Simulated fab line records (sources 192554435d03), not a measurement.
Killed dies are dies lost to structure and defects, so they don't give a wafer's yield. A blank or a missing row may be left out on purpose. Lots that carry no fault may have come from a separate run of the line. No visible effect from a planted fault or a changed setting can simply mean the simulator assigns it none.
Chamber matching / flow n5-finfet / pecvd-03 running N5_BEOL_M8_ILD_DEP_00: 3 sister chambers
The step deposits SiCOH lowk from DEMS/porogen, target thk 179.75 nm, time 33.4 s. 14 wafers are shown with their chamber, then 7 later ones without.

WAFERS PAIRED WITH THEIR CHAMBERS
wafer=L075.2; chamber=2; throttle-valve-pct (%)=13.0; heater-power-w (W)=258; showerhead-plenum-p-Torr (Torr)=5.753
wafer=L075.3; chamber=1; throttle-valve-pct (%)=14.0; heater-power-w (W)=303; showerhead-plenum-p-Torr (Torr)=5.744
wafer=L075.4; chamber=0; throttle-valve-pct (%)=14.4; heater-power-w (W)=309; showerhead-plenum-p-Torr (Torr)=5.737
wafer=L077.3; chamber=2; throttle-valve-pct (%)=12.8; heater-power-w (W)=263; showerhead-plenum-p-Torr (Torr)=5.752
wafer=L077.4; chamber=2; throttle-valve-pct (%)=13.0; heater-power-w (W)=276; showerhead-plenum-p-Torr (Torr)=5.748
wafer=L077.6; chamber=0; throttle-valve-pct (%)=14.3; heater-power-w (W)=291; showerhead-plenum-p-Torr (Torr)=5.740
wafer=L078.1; chamber=0; throttle-valve-pct (%)=14.5; heater-power-w (W)=353; showerhead-plenum-p-Torr (Torr)=5.734
wafer=L078.4; chamber=2; throttle-valve-pct (%)=13.0; heater-power-w (W)=281; showerhead-plenum-p-Torr (Torr)=5.759
wafer=L078.6; chamber=0; throttle-valve-pct (%)=14.3; heater-power-w (W)=352; showerhead-plenum-p-Torr (Torr)=5.749
wafer=L084.1; chamber=2; throttle-valve-pct (%)=13.0; heater-power-w (W)=264; showerhead-plenum-p-Torr (Torr)=5.737
wafer=L084.2; chamber=1; throttle-valve-pct (%)=13.7; heater-power-w (W)=329; showerhead-plenum-p-Torr (Torr)=5.744
wafer=L084.4; chamber=0; throttle-valve-pct (%)=14.5; heater-power-w (W)=332; showerhead-plenum-p-Torr (Torr)=5.760
wafer=L085.1; chamber=2; throttle-valve-pct (%)=13.0; heater-power-w (W)=305; showerhead-plenum-p-Torr (Torr)=5.749
wafer=L085.2; chamber=1; throttle-valve-pct (%)=13.8; heater-power-w (W)=342; showerhead-plenum-p-Torr (Torr)=5.735

SIGNATURES, as means of the wafers listed above
reading=throttle-valve-pct; chamber 0=14.400; chamber 1=13.833; chamber 2=12.967; scatter within a chamber=0.104
reading=heater-power-w; chamber 0=327.40; chamber 1=324.67; chamber 2=274.50; scatter within a chamber=21.8
reading=showerhead-plenum-p-Torr; chamber 0=5.74400; chamber 1=5.74100; chamber 2=5.74967; scatter within a chamber=0.00835
Rule: for each reading, subtract the chamber's mean from the wafer's reading, divide by that reading's scatter and square the result; add these up over the readings and take the root, which gives the wafer's distance from the chamber. If the next closest chamber is less than 2 further off than the closest, the wafer can't be placed; otherwise it belongs to the closest. The scatter is the square root of a quotient: the sum, over the shown wafers, of each reading's squared deviation from its chamber's mean, divided by wafers minus chambers.

WAFERS WHOSE CHAMBER IS MISSING
wafer=L085.3; throttle-valve-pct (%)=14.7; heater-power-w (W)=347; showerhead-plenum-p-Torr (Torr)=5.733
wafer=L087.1; throttle-valve-pct (%)=14.8; heater-power-w (W)=336; showerhead-plenum-p-Torr (Torr)=5.728
wafer=L087.3; throttle-valve-pct (%)=13.5; heater-power-w (W)=281; showerhead-plenum-p-Torr (Torr)=5.737
wafer=L087.5; throttle-valve-pct (%)=13.6; heater-power-w (W)=295; showerhead-plenum-p-Torr (Torr)=5.745
wafer=L095.1; throttle-valve-pct (%)=13.2; heater-power-w (W)=319; showerhead-plenum-p-Torr (Torr)=5.753
wafer=L095.5; throttle-valve-pct (%)=13.6; heater-power-w (W)=337; showerhead-plenum-p-Torr (Torr)=5.730
wafer=L095.6; throttle-valve-pct (%)=13.0; heater-power-w (W)=330; showerhead-plenum-p-Torr (Torr)=5.755

EACH ONE'S CHAMBER
wafer=L085.3; from the rows above=0; in truth=0
wafer=L087.1; from the rows above=0; in truth=0
wafer=L087.3; from the rows above=can't be placed: 1 or 2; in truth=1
wafer=L087.5; from the rows above=1; in truth=1
wafer=L095.1; from the rows above=2; in truth=2
wafer=L095.5; from the rows above=1; in truth=1
wafer=L095.6; from the rows above=2; in truth=2
Correct placement for 6 of the 7. From these rows, 1 cannot be placed; in 1 the true chamber is one of the candidates. 0 placed wrongly.
